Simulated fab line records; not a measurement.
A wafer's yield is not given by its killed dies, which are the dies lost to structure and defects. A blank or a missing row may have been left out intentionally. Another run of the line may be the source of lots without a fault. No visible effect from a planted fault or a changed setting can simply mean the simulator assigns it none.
Matching of chambers -- flow n5-finfet -- 3 sister chambers for N5_BEOL_M8_PECVD_70 on pecvd-04
The step deposits SiO2 from TEOS/O2, target thk 20 nm, time 22.7 s. 6 wafers are shown with their chamber, then 8 later ones without.

## WAFERS PAIRED WITH THEIR CHAMBERS
wafer,chamber,showerhead-vpp-V (V),showerhead-plenum-p-Torr (Torr)
L085.4,0,1297,8.70
L085.5,1,1360,8.87
L088.3,2,1451,8.81
L088.4,2,1422,8.78
L088.5,1,1327,8.90
L090.1,0,1288,8.71

## WAFERS MISSING THEIR CHAMBER
wafer,showerhead-vpp-V (V),showerhead-plenum-p-Torr (Torr)
L090.4,1302,8.72
L090.5,1332,8.88
L095.1,1463,8.78
L095.4,1342,8.89
L095.6,1313,8.71
L097.1,1301,8.71
L097.2,1318,8.89
L097.5,1291,8.70

## WHICH CHAMBER EACH ONE RAN IN
wafer,from the rows above,in truth
L090.4,0,0
L090.5,1,1
L095.1,2,2
L095.4,1,1
L095.6,0,0
L097.1,0,0
L097.2,1,1
L097.5,0,0
8 of 8 placed correctly. Left unplaced by these rows: 0. Placed wrongly: 0.
How it was worked out, from the rows above alone: a wafer's distance from a chamber is the root of the sum, over the readings, of the square of ((its reading less the chamber's mean) divided by the reading's scatter). The wafer belongs to the nearest chamber; if the next one is less than 2 further off, it can't be placed. For every chamber, the mean is computed from those of its wafers that are shown. The scatter: the root of (the sum of the squares of (reading less its chamber's mean) over the shown wafers, divided by (wafers less chambers)).
